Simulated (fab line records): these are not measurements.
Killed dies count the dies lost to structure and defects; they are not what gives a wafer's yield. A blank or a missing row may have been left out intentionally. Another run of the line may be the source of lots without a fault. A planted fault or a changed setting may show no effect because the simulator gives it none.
fab line records -- flow nandHarc
record lots=6, wafers=18, lastDay=31
route steps=1302 shown A_WL_FILL@973 A_CONTACT@983 END@1302
lots with no fault: from the same line, run without faults
startH: hours from the record's first day to the start of the lot's first wafer shown -- waitH: time in hours since the lot's previous step -- " unchanged from the row above -- L1.1+2: a row that stands for several wafers -- - no value, or no start given -- * or withheld: withheld -- < > ~ a bound
route shown NAME@n: NAME is a module with steps in the file, n the number in the route of the first one -- usual: the fault-free wafers' mean and standard deviation -- same: alike in all rows -- chamber/n: place in a boat -- sites: per-site readings -- _std_site: the standard deviation of these -- _edge_site: the outer-site mean with the inner-site mean subtracted -- radiusMm: for every site, how far away it sits from the centre of the wafer -- mask NAME#n: copy n -- behind: the last tool/chamber to shape the wafer -- hold: reason for holding the lot/hours on hold/outcome of the hold -- device: transistor that didn't switch, given as n, p or np -- end of line: tests run on the same wafers once the route is complete -- step lacking rows: just its recipe -- killed: at the first sort, the dies lost to defects and structure; wafer yield is something else -- map: a wafer's dies, x killed, . not, _ none there
set.NAME: the run value of the setting; set.NAME@STEP: its run value at that earlier step -- model.NAME: the simulator's own value behind a step, which no gauge read
lots seen at some steps along the route; tables by step, rows by wafer
services: a tool's chamber out of use, with start hour (startH, from the record's first day; less than 0 if before it), hours out, and reason
## steps
# step NHARC_A_WL_FILL_PRECLEAN_30
# recipe timeS=10, chemistry=dHF
# step NHARC_A_WL_FILL_SRD_14
# step NHARC_A_WL_FILL_ALD_19
# recipe targetThkA=20, pulseTimeS=3, aldCycles=100, tempC=450, material=TiN
# usual heaterPowerW=1036/86, precursorPulseHeightRel=1.000/0.021
lot.wafer,tool,chamber,startH,waitH,heaterPowerW,precursorPulseHeightRel
L932.2,aldMetal-02,3,480.79,0.1,1020,0.964
L932.1,aldMetal-02,1,480.79,0.1,1128,1.004
L932.5,aldMetal-02,3,480.79,0.1,1059,0.974
L934.3,aldMetal-03,2,515.99,0.1,1050,0.955
L934.2,aldMetal-03,0,515.99,0.1,1103,0.990
L934.6,aldMetal-03,2,515.99,0.1,1039,1.024
L939.2,aldMetal-04,3,555.67,0.1,1042,0.970
L939.3,aldMetal-04,0,555.67,0.1,1093,0.979
L939.5,aldMetal-04,3,555.67,0.1,1046,1.008
L938.1,aldMetal-03,1,559.14,0.1,975,1.035
L938.5,aldMetal-03,1,559.14,0.1,977,0.998
L938.4,aldMetal-03,0,559.14,0.1,1088,0.969
L945.4,aldMetal-03,0,615.41,0.2,1001,1.009
L945.1,aldMetal-03,3,615.41,0.2,811,1.004
L945.5,aldMetal-03,1,615.41,0.2,955,0.972
L950.3,aldMetal-02,1,661.02,0.1,1075,1.007
L950.2,aldMetal-02,2,661.02,0.1,1256,1.007
L950.6,aldMetal-02,0,661.02,0.1,909,1.022
# step NHARC_A_WL_FILL_CVD_20
# recipe targetThkA=1000, tempC=400, pressureTorr=40, wf6FlowSccm=40, h2FlowSccm=1600, arFlowSccm=1560, timeS=74, material=W
# usual heaterPowerW=823/50, throttleValvePct=7.80/0.21
lot.wafer,tool,chamber,startH,waitH,heaterPowerW,throttleValvePct
L932.2,cvdW-02,1,-,-,804,7.77
L932.1,cvdW-02,0,-,-,905,7.60
L932.5,cvdW-02,1,-,-,793,7.96
L934.2,cvdW-02,1,-,-,807,7.70
L934.3,cvdW-02,1,-,-,802,7.78
L934.6,cvdW-02,1,-,-,818,7.74
L939.2,cvdW-02,1,-,-,811,8.15
L939.3,cvdW-02,0,-,-,897,7.54
L939.5,cvdW-02,1,-,-,781,7.86
L938.1,cvdW-02,0,-,-,894,7.29
L938.4,cvdW-02,0,-,-,876,7.68
L938.5,cvdW-02,0,-,-,884,7.72
L945.1,cvdW-01,0,-,-,815,7.86
L945.4,cvdW-01,1,-,-,771,7.88
L945.5,cvdW-01,1,-,-,773,7.74
L950.2,cvdW-02,1,-,-,770,7.49
L950.3,cvdW-02,1,-,-,788,7.73
L950.6,cvdW-02,0,-,-,869,7.69
# step NHARC_A_WL_FILL_CMP_12
# recipe tOverpolishS=30, targetThkNm=100
# step NHARC_A_WL_FILL_SRD_31
# step NHARC_A_WL_FILL_INSPECT_15
# usual rawDefectCount=485/130
lot.wafer,tool,chamber,startH,waitH,rawDefectCount
L932.1,defectInspect-01,-,481.64,0.0,457
L932.2,defectInspect-01,-,481.64,0.0,591
L932.5,defectInspect-01,-,481.64,0.0,619
L934.2,defectInspect-02,-,516.81,0.0,412
L934.3,defectInspect-02,-,516.81,0.0,373
L934.6,defectInspect-02,-,516.81,0.0,368
L939.2,defectInspect-02,-,556.52,0.0,612
L939.3,defectInspect-02,-,556.52,0.0,394
L939.5,defectInspect-02,-,556.52,0.0,436
L938.1,defectInspect-01,-,560.12,0.0,359
L938.4,defectInspect-01,-,560.12,0.0,434
L938.5,defectInspect-01,-,560.12,0.0,432
L945.1,defectInspect-02,-,616.28,0.0,478
L945.4,defectInspect-02,-,616.28,0.0,389
L945.5,defectInspect-02,-,616.28,0.0,375
L950.2,defectInspect-01,-,661.87,0.0,461
L950.3,defectInspect-01,-,661.87,0.0,448
L950.6,defectInspect-01,-,661.87,0.0,648
# step NHARC_A_CONTACT_DEP_24
# recipe targetThkA=5000, tempC=400, pressureTorr=6.5, rfW=900, teosFlowSccm=161.4, flowSccm=2650, targetThkNm=500, gas=O2, material=SiO2
# step NHARC_A_CONTACT_DEP_28
# recipe targetThkA=70000, tempC=400, material=aC
# usual throttleValvePct=35.001/0.0093
lot.wafer,tool,chamber,startH,waitH,throttleValvePct
L932.1,aclDep-01,0,488.08,5.8,34.997
L932.2,aclDep-01,0,488.08,5.8,34.993
L932.5,aclDep-01,0,490.93,8.7,35.001
L934.2,aclDep-02,0,518.18,0.8,35.005
L934.3,aclDep-02,0,518.18,0.8,34.982
L934.6,aclDep-02,0,520.97,3.5,35.003
L939.2,aclDep-02,0,558.10,0.8,35.001
L939.3,aclDep-02,0,558.10,0.8,35.002
L939.5,aclDep-02,0,560.25,2.9,35.001
L938.1,aclDep-02,0,561.68,0.7,35.001
L938.4,aclDep-02,0,563.82,2.8,35.005
L938.5,aclDep-02,0,563.82,2.8,35.001
L945.1,aclDep-03,0,618.23,1.3,34.998
L945.4,aclDep-03,0,620.38,3.5,35.008
L945.5,aclDep-03,0,620.38,3.5,34.986
L950.2,aclDep-02,0,667.48,5.0,35.013
L950.3,aclDep-02,0,667.48,5.0,34.996
L950.6,aclDep-02,0,670.32,7.8,35.001
# step NHARC_A_CONTACT_DEP_29
# recipe targetThkA=1000, targetThkNm=100, tempC=400, pressureTorr=3.5, flowSccm=200, rfW=350, material=SiON
# usual heaterPowerW=782/89
lot.wafer,tool,chamber,startH,waitH,heaterPowerW
L932.1,pecvd-04,0,492.38,3.6,710
L932.2,pecvd-04,2,492.38,3.6,810
L932.5,pecvd-04,2,492.38,3.6,837
L934.3,pecvd-04,0,521.69,2.1,746
L934.2,pecvd-04,1,521.69,2.1,718
L934.6,pecvd-04,2,521.69,2.1,846
L939.2,pecvd-03,2,561.73,2.9,661
L939.3,pecvd-03,0,561.73,2.9,742
L939.5,pecvd-03,1,561.73,2.9,824
L938.1,pecvd-03,2,565.98,3.6,601
L938.5,pecvd-03,2,565.98,3.6,594
L938.4,pecvd-03,1,565.98,3.6,900
L945.1,pecvd-04,2,622.72,3.8,890
L945.4,pecvd-04,2,622.72,3.8,891
L945.5,pecvd-04,1,622.72,3.8,788
L950.2,pecvd-03,1,671.05,2.9,936
L950.3,pecvd-03,2,671.05,2.9,633
L950.6,pecvd-03,1,671.05,2.9,934
# step NHARC_A_CONTACT_DEHYDRATE_32
# recipe tempC=150, timeS=120
# step NHARC_A_CONTACT_HMDS_33
# recipe timeS=30
# step NHARC_A_CONTACT_COAT_34
# recipe tempC=260, timeS=75
# step NHARC_A_CONTACT_COAT_35
# recipe tempC=225, timeS=65
# step NHARC_A_CONTACT_COAT_36
# recipe spinRpm=1500, resistThkNm=90
# step NHARC_A_CONTACT_SOFTBAKE_37
# recipe tempC=105, timeS=55
# step NHARC_A_CONTACT_EBR_38
# step NHARC_A_CONTACT_EXPOSE_39
# recipe na=1.35, sigmaOuter=0.8, doseMj=58.79, maskId=A_CC_3
# step NHARC_A_CONTACT_PEB_40
# recipe pebTempC=100, pebTimeS=65
# step NHARC_A_CONTACT_DEVELOP_41
# recipe developTimeS=35, devTempC=23
# step NHARC_A_CONTACT_CD_MEAS_42
# recipe targetCdNm=300, landingEnergyEv=500
# usual cdNm=299.8/0.55
lot.wafer,tool,chamber,startH,waitH,cdNm
L932.1,cdSem-03,0,493.10,-,300.5
L932.2,cdSem-03,0,493.10,-,300.3
L932.5,cdSem-03,0,493.10,-,300.0
L934.2,cdSem-02,0,522.43,-,299.3
L934.3,cdSem-02,0,522.43,-,299.9
L934.6,cdSem-02,0,522.43,-,300.5
L939.2,cdSem-01,0,562.42,-,299.2
L939.3,cdSem-01,0,562.42,-,298.8
L939.5,cdSem-01,0,562.42,-,298.9
L938.1,cdSem-01,0,566.70,-,300.4
L938.4,cdSem-01,0,566.70,-,300.2
L938.5,cdSem-01,0,566.70,-,299.4
L945.1,cdSem-02,0,623.44,-,300.0
L945.4,cdSem-02,0,623.44,-,300.4
L945.5,cdSem-02,0,623.44,-,299.5
L950.2,cdSem-02,0,671.78,-,299.5
L950.3,cdSem-02,0,671.78,-,300.2
L950.6,cdSem-02,0,671.78,-,299.5
# step NHARC_A_CONTACT_OVL_MEAS_43
# usual overlayXNm=0.0/0.85, overlayYNm=0.0/0.7
lot.wafer,tool,chamber,startH,waitH,overlayXNm,overlayYNm
L932.1,overlay-02,-,493.19,-,1.1,0.1
L932.2,overlay-02,-,493.19,-,1.2,-0.4
L932.5,overlay-02,-,493.19,-,1.1,-0.2
L934.2,overlay-01,-,522.51,-,1.0,-0.5
L934.3,overlay-01,-,522.51,-,1.5,-0.2
L934.6,overlay-01,-,522.51,-,0.7,-1.1
L939.2,overlay-01,-,562.51,-,0.2,0.6
L939.3,overlay-01,-,562.51,-,0.2,0.4
L939.5,overlay-01,-,562.51,-,0.6,0.8
L938.1,overlay-02,-,566.79,-,0.7,-0.8
L938.4,overlay-02,-,566.79,-,0.6,-1.3
L938.5,overlay-02,-,566.79,-,0.2,-1.0
L945.1,overlay-01,-,623.54,-,0.2,0.2
L945.4,overlay-01,-,623.54,-,0.0,0.1
L945.5,overlay-01,-,623.54,-,0.1,0.2
L950.2,overlay-02,-,671.87,-,-0.9,-0.1
L950.3,overlay-02,-,671.87,-,0.1,-0.1
L950.6,overlay-02,-,671.87,-,-0.5,0.0
# step NHARC_A_CONTACT_INSPECT_44
# usual rawDefectCount=77/36
lot.wafer,tool,chamber,startH,waitH,rawDefectCount
L932.1,defectInspect-01,-,493.22,0.0,101
L932.2,defectInspect-01,-,493.22,0.0,98
L932.5,defectInspect-01,-,493.22,0.0,114
L934.2,defectInspect-02,-,522.55,0.0,70
L934.3,defectInspect-02,-,522.55,0.0,79
L934.6,defectInspect-02,-,522.55,0.0,64
L939.2,defectInspect-01,-,562.55,0.0,59
L939.3,defectInspect-01,-,562.55,0.0,75
L939.5,defectInspect-01,-,562.55,0.0,73
L938.1,defectInspect-01,-,566.83,0.0,56
L938.4,defectInspect-01,-,566.83,0.0,65
L938.5,defectInspect-01,-,566.83,0.0,67
L945.1,defectInspect-02,-,623.58,0.0,20
L945.4,defectInspect-02,-,623.58,0.0,25
L945.5,defectInspect-02,-,623.58,0.0,27
L950.2,defectInspect-02,-,671.90,0.0,117
L950.3,defectInspect-02,-,671.90,0.0,122
L950.6,defectInspect-02,-,671.90,0.0,126
# step NHARC_A_CONTACT_DESCUM_47
# recipe timeS=3, o2FlowSccm=200, arFlowSccm=0, biasPowerW=0, chemistry=O2
# step NHARC_A_CONTACT_ETCH_48
# recipe targetDepthA=390, overEtchFrac=0.3, timeS=65, ionEnergyEv=80, cf4FlowSccm=150, arFlowSccm=0, rfW=300, biasW=100, chemistry=CF4
# step NHARC_A_CONTACT_ETCH_49
# recipe targetDepthA=2600, overEtchFrac=0.3, timeS=475.3, ionEnergyEv=200, n2FlowSccm=150, h2FlowSccm=150, arFlowSccm=0, rfW=400, biasW=150, chemistry=N2/H2
# step NHARC_A_CONTACT_ETCH_50
# recipe targetDepthA=1210, timeS=60.5, cf4FlowSccm=100, chf3FlowSccm=30, arFlowSccm=0, rfW=500, biasW=200, chemistry=CF4/CHF3
# step NHARC_A_CONTACT_ETCH_51
# recipe targetDepthA=70000, overEtchFrac=0.3, timeS=1820, ionEnergyEv=150, o2FlowSccm=400, cosFlowSccm=20, arFlowSccm=0, rfW=500, biasW=300, chemistry=O2/COS
# step NHARC_A_CONTACT_ETCH_111
# recipe sourceW=withheld, pressureMtorr=20, biasV=withheld, timeS=140, targetDepthA=7000, arFlowSccm=withheld, c4f8FlowSccm=withheld, o2FlowSccm=withheld, chemistry=C4F8/O2/Ar
# step NHARC_A_CONTACT_ETCH_112
# recipe sourceW=withheld, pressureMtorr=20, biasV=3000, timeS=190, targetDepthA=18500, arFlowSccm=withheld, c4f8FlowSccm=withheld, o2FlowSccm=withheld, chemistry=C4F8/O2/Ar
lot.wafer,tool,chamber,startH,waitH,rfHoursCounterH
L932.1,harCapEtch-02,0,495.30,0.2,84
L932.2,harCapEtch-02,1,495.30,0.2,84
L932.5,harCapEtch-02,0,495.30,0.2,-
L934.2,harCapEtch-01,0,524.63,0.2,0
L934.3,harCapEtch-01,0,524.63,0.2,-
L934.6,harCapEtch-01,1,524.63,0.2,-
L939.2,harCapEtch-02,0,565.56,0.2,97
L939.3,harCapEtch-02,0,565.56,0.2,-
L939.5,harCapEtch-02,1,565.56,0.2,-
L938.1,harCapEtch-01,0,568.97,0.2,8
L938.4,harCapEtch-01,1,568.97,0.2,-
L938.5,harCapEtch-01,1,568.97,0.2,-
L945.1,harCapEtch-02,0,625.76,0.2,107
L945.4,harCapEtch-02,1,625.76,0.2,-
L945.5,harCapEtch-02,0,625.76,0.2,-
L950.2,harCapEtch-02,0,674.01,0.2,118
L950.3,harCapEtch-02,0,674.01,0.2,-
L950.6,harCapEtch-02,0,674.01,0.2,-
# step NHARC_A_CONTACT_ETCH_113
# recipe sourceW=withheld, pressureMtorr=20, biasV=3000, timeS=190, targetDepthA=18500, arFlowSccm=withheld, c4f8FlowSccm=withheld, o2FlowSccm=withheld, chemistry=C4F8/O2/Ar
# step NHARC_A_CONTACT_ETCH_114
# recipe sourceW=withheld, pressureMtorr=20, biasV=3000, timeS=190, targetDepthA=18500, arFlowSccm=withheld, c4f8FlowSccm=withheld, o2FlowSccm=withheld, chemistry=C4F8/O2/Ar
# step NHARC_A_CONTACT_ETCH_115
# recipe sourceW=withheld, pressureMtorr=20, biasV=3000, timeS=190, targetDepthA=18500, arFlowSccm=withheld, c4f8FlowSccm=withheld, o2FlowSccm=withheld, chemistry=C4F8/O2/Ar
# step NHARC_A_CONTACT_ETCH_116
# recipe sourceW=withheld, pressureMtorr=20, biasV=3000, timeS=190, targetDepthA=18500, arFlowSccm=withheld, c4f8FlowSccm=withheld, o2FlowSccm=withheld, chemistry=C4F8/O2/Ar
# step NHARC_A_CONTACT_ETCH_117
# recipe sourceW=withheld, pressureMtorr=20, biasV=3000, timeS=190, targetDepthA=18500, arFlowSccm=withheld, c4f8FlowSccm=withheld, o2FlowSccm=withheld, chemistry=C4F8/O2/Ar
# step NHARC_A_CONTACT_ETCH_118
# recipe sourceW=withheld, pressureMtorr=20, biasV=3000, timeS=190, targetDepthA=18500, arFlowSccm=withheld, c4f8FlowSccm=withheld, o2FlowSccm=withheld, chemistry=C4F8/O2/Ar
# step NHARC_A_CONTACT_ETCH_119
# recipe sourceW=withheld, pressureMtorr=20, biasV=3000, timeS=190, targetDepthA=18500, arFlowSccm=withheld, c4f8FlowSccm=withheld, o2FlowSccm=withheld, chemistry=C4F8/O2/Ar
lot.wafer,tool,chamber,startH,waitH,rfHoursCounterH
L932.1,harCapEtch-02,0,496.50,0.1,85
L932.2,harCapEtch-02,1,496.50,0.1,85
L932.5,harCapEtch-02,0,496.50,0.1,-
L934.2,harCapEtch-01,0,525.83,0.1,1
L934.3,harCapEtch-01,0,525.83,0.1,-
L934.6,harCapEtch-01,1,525.83,0.1,-
L939.2,harCapEtch-02,0,566.75,0.1,98
L939.3,harCapEtch-02,0,566.75,0.1,-
L939.5,harCapEtch-02,1,566.75,0.1,-
L938.1,harCapEtch-01,0,570.17,0.1,9
L938.4,harCapEtch-01,1,570.17,0.1,-
L938.5,harCapEtch-01,1,570.17,0.1,-
L945.1,harCapEtch-02,0,627.35,0.2,108
L945.4,harCapEtch-02,1,627.35,0.2,-
L945.5,harCapEtch-02,0,627.35,0.2,-
L950.2,harCapEtch-02,0,675.21,0.1,119
L950.3,harCapEtch-02,0,675.21,0.1,-
L950.6,harCapEtch-02,0,675.21,0.1,-
# step NHARC_A_CONTACT_ETCH_120
# recipe sourceW=withheld, pressureMtorr=20, biasV=3000, timeS=190, targetDepthA=18500, arFlowSccm=withheld, c4f8FlowSccm=withheld, o2FlowSccm=withheld, chemistry=C4F8/O2/Ar
# step NHARC_END_SORT_01
# recipe tempC=25
# usual killedAtArray=56/18, killedAtOther=1.4/1.5, killedAtPeriphery=4/3.1, killedDies=61/19, killedOpen=3.5/1.8, killedShort=2.4/1.4
# same grossDies=677
lot.wafer,tool,chamber,startH,waitH,killedAtArray,killedAtOther,killedAtPeriphery,killedDies,killedOpen,killedShort
L939.3,prober-02,0,637.32,3.1,672,0,5,677,2,3
L938.1,prober-02,0,643.51,2.5,668,0,9,677,4,5
L938.4,prober-02,0,645.90,3.4,671,0,4,675,2,3
L938.5,prober-02,0,646.70,3.7,57,1,7,65,3,1
L945.1,prober-02,0,701.14,2.5,27,0,1,28,3,3
L945.4,prober-02,0,703.53,3.4,30,4,3,37,3,3
L945.5,prober-02,0,704.32,3.7,29,1,1,31,1,0
# killed by level:class
L939.3 A_CONTACT:areaDep=617 A_SLIT:chamberFilmFlake=30 A_CONTACT:chamberFilmFlake=7 P_ZERO_WELL:chamberFilmFlake=5 A_CHANNEL_HOLE_D2:chamberFilmFlake=5 A_WL_FILL:geometricParticle:open=2 A_CHANNEL_HOLE_D1:chamberFilmFlake=2 A_STAIRCASE:chamberFilmFlake=2
L938.1 A_CONTACT:areaDep=617 A_CHANNEL_HOLE_D2:chamberFilmFlake=28 A_CHANNEL_HOLE_D1:chamberFilmFlake=5 A_CONTACT:chamberFilmFlake=4 P_M2:chamberFilmFlake=3 A_STAIRCASE:chamberFilmFlake=3 P_M2:geometricParticle:open=2 P_STI:chamberFilmFlake=2
L938.4 A_CONTACT:areaDep=614 A_CHANNEL_HOLE_D2:chamberFilmFlake=32 A_STAIRCASE:chamberFilmFlake=6 A_CHANNEL_HOLE_D1:chamberFilmFlake=4 A_M1:chamberFilmFlake=4 A_CONTACT:chamberFilmFlake=3 A_ZERO_WELL:chamberFilmFlake=2 P_GATE:geometricParticle:short=1
L938.5 A_CHANNEL_HOLE_D2:chamberFilmFlake=32 A_CONTACT:chamberFilmFlake=5 P_STI:chamberFilmFlake=4 A_CHANNEL_HOLE_D1:chamberFilmFlake=3 A_DECK1_JOINT:chamberFilmFlake=3 A_STAIRCASE:chamberFilmFlake=3 P_ZERO_WELL:chamberFilmFlake=2 A_ZERO_WELL:chamberFilmFlake=2
L945.1 A_CHANNEL_HOLE_D1:chamberFilmFlake=12 A_CONTACT:chamberFilmFlake=3 A_ONON_D2:geometricParticle:short=2 A_CHANNEL_HOLE_D2:chamberFilmFlake=2 A_SLIT:chamberFilmFlake=2 A_WL_FILL:geometricParticle:short=1 A_WL_FILL:geometricParticle:open=1 A_CONTACT:geometricParticle:open=1
L945.4 A_CHANNEL_HOLE_D1:chamberFilmFlake=14 A_CONTACT:chamberFilmFlake=8 THIN_TSV:chamberFilmFlake=3 A_WL_FILL:chamberFilmFlake=2 P_CONTACT:geometricParticle:open=1 P_M2:geometricParticle:open=1 A_ONON_D1:geometricParticle:open=1 A_CHANNEL_FILL_D1:geometricParticle:short=1
L945.5 A_CHANNEL_HOLE_D1:chamberFilmFlake=14 A_CONTACT:chamberFilmFlake=5 A_CHANNEL_FILL_D1:chamberFilmFlake=3 A_ZERO_WELL:chamberFilmFlake=2 A_SLIT:chamberFilmFlake=2 A_ONON_D2:geometricParticle:open=1 P_CONTACT:chamberFilmFlake=1 A_STAIRCASE:chamberFilmFlake=1
# map L938.1 (x killed, . not)
____________x____________
_________xxxxxxx_________
_______xxxxxxxxxxx_______
______xxxxxxxxxxxxx______
_____xxxxxxxxxxxxxxx_____
____xxxxxxxxxxxxxxxxx____
____xxxxxxxxxxxxxxxxx____
___xxxxxxxxxxxxxxxxxxx___
___xxxxxxxxxxxxxxxxxxx___
__xxxxxxxxxxxxxxxxxxxxx__
__xxxxxxxxxxxxxxxxxxxxx__
_xxxxxxxxxxxxxxxxxxxxxxx_
_xxxxxxxxxxxxxxxxxxxxxxx_
_xxxxxxxxxxxxxxxxxxxxxxx_
_xxxxxxxxxxxxxxxxxxxxxxx_
_xxxxxxxxxxxxxxxxxxxxxxx_
xxxxxxxxxxxxxxxxxxxxxxxxx
xxxxxxxxxxxxxxxxxxxxxxxxx
xxxxxxxxxxxxxxxxxxxxxxxxx
xxxxxxxxxxxxxxxxxxxxxxxxx
xxxxxxxxxxxxxxxxxxxxxxxxx
_xxxxxxxxxxxxxxxxxxxxxxx_
_xxxxxxxxxxxxxxxxxxxxxxx_
_xxxxxxxxxxxxxxxxxxxxxxx_
_xxxxxxxxxxxxxxxxxxxxxxx_
_xxxxxxxxxxxxxxxxxxxxxxx_
__xxxxxxxxxxxxxxxxxxxxx__
__xxxxxxxxxxxxxxxxxxxxx__
___xxxxxxxxxxxxxxxxxxx___
___xxxxxxxxxxxxxxxxxxx___
____xxxxxxxxxxxxxxxxx____
____xxxxxxxxxxxxxxxxx____
_____xxxxxxxxxxxxxxx_____
______xxxxxxxxxxxxx______
_______xxxxxxxxxxx_______
_________xxxxxxx_________
____________x____________
# map L939.3 (x killed, . not)
____________x____________
_________xxxxxxx_________
_______xxxxxxxxxxx_______
______xxxxxxxxxxxxx______
_____xxxxxxxxxxxxxxx_____
____xxxxxxxxxxxxxxxxx____
____xxxxxxxxxxxxxxxxx____
___xxxxxxxxxxxxxxxxxxx___
___xxxxxxxxxxxxxxxxxxx___
__xxxxxxxxxxxxxxxxxxxxx__
__xxxxxxxxxxxxxxxxxxxxx__
_xxxxxxxxxxxxxxxxxxxxxxx_
_xxxxxxxxxxxxxxxxxxxxxxx_
_xxxxxxxxxxxxxxxxxxxxxxx_
_xxxxxxxxxxxxxxxxxxxxxxx_
_xxxxxxxxxxxxxxxxxxxxxxx_
xxxxxxxxxxxxxxxxxxxxxxxxx
xxxxxxxxxxxxxxxxxxxxxxxxx
xxxxxxxxxxxxxxxxxxxxxxxxx
xxxxxxxxxxxxxxxxxxxxxxxxx
xxxxxxxxxxxxxxxxxxxxxxxxx
_xxxxxxxxxxxxxxxxxxxxxxx_
_xxxxxxxxxxxxxxxxxxxxxxx_
_xxxxxxxxxxxxxxxxxxxxxxx_
_xxxxxxxxxxxxxxxxxxxxxxx_
_xxxxxxxxxxxxxxxxxxxxxxx_
__xxxxxxxxxxxxxxxxxxxxx__
__xxxxxxxxxxxxxxxxxxxxx__
___xxxxxxxxxxxxxxxxxxx___
___xxxxxxxxxxxxxxxxxxx___
____xxxxxxxxxxxxxxxxx____
____xxxxxxxxxxxxxxxxx____
_____xxxxxxxxxxxxxxx_____
______xxxxxxxxxxxxx______
_______xxxxxxxxxxx_______
_________xxxxxxx_________
____________x____________
## services
tool,chamber,startH,hours,kind
aldMetal-04,-,474.05,10.0,pm
cvdW-01,-,475.25,0.5,repair
aldMetal-03,1,477.15,2.9,repair
aclDep-03,-,479.40,13.0,pm
pecvd-03,-,486.13,2.0,repair
harCapEtch-01,-,497.00,17.0,pm
aldMetal-04,-,524.97,1.2,repair
cvdW-02,1,529.33,10.0,repair
pecvd-03,-,547.09,13.0,pm
cvdW-01,-,547.41,13.0,pm
aldMetal-04,2,550.15,3.2,repair
aclDep-01,-,552.27,13.0,pm
aldMetal-02,3,553.14,7.5,repair
aldMetal-03,3,557.90,42.5,repair
aldMetal-03,-,568.00,10.0,pm
aldMetal-04,1,599.17,47.7,repair
aclDep-02,-,605.45,13.0,pm
aldMetal-02,-,610.00,10.0,pm
cvdW-01,1,617.87,3.4,repair
cvdW-02,-,626.41,0.9,repair
pecvd-04,-,631.14,13.0,pm
cvdW-02,-,631.91,13.0,pm
aldMetal-04,-,652.05,10.0,pm
aclDep-03,-,661.46,13.0,pm
## key
firstSign step=NHARC_END_SORT_01, reading=killedAtArray, direction=up, sigmas=34, usual=56, struck=670
effect step=NHARC_END_SORT_01, reading=killedDies, direction=up, sigmas=32, usual=61, struck=676
moreKillsBornAt NHARC_A_CONTACT_DEP_28@aclDep-02=1848
metAt NHARC_A_CONTACT_DEP_28
struckWafers L938.1,L938.4,L939.3
laterRowsLeftOut L938.1,L938.4,L939.3
testerLeftOut L938,L939
onsetBetween 518.18 558.10
fault kind=processParameterDrift, tool=aclDep-02, chamber=-, onsetH=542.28, steps=NHARC_A_CONTACT_DEP_28, channel=targetThkA, offset=*, shape=step, endH=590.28, scope=struckWafersOnly, actsIn=*, stated=*
# testerLeftOut: of these lots the tester's yield and bins aren't shown, on N5 and GAA mostly nor the transistor test; their killed dies are dies lost to structure and defects alone, not to doping, threshold or leakage, so they don't give the yield
# laterRowsLeftOut: the simulator's readings of these wafers behind a module that went badly wrong aren't trusted and aren't shown, but for the sort
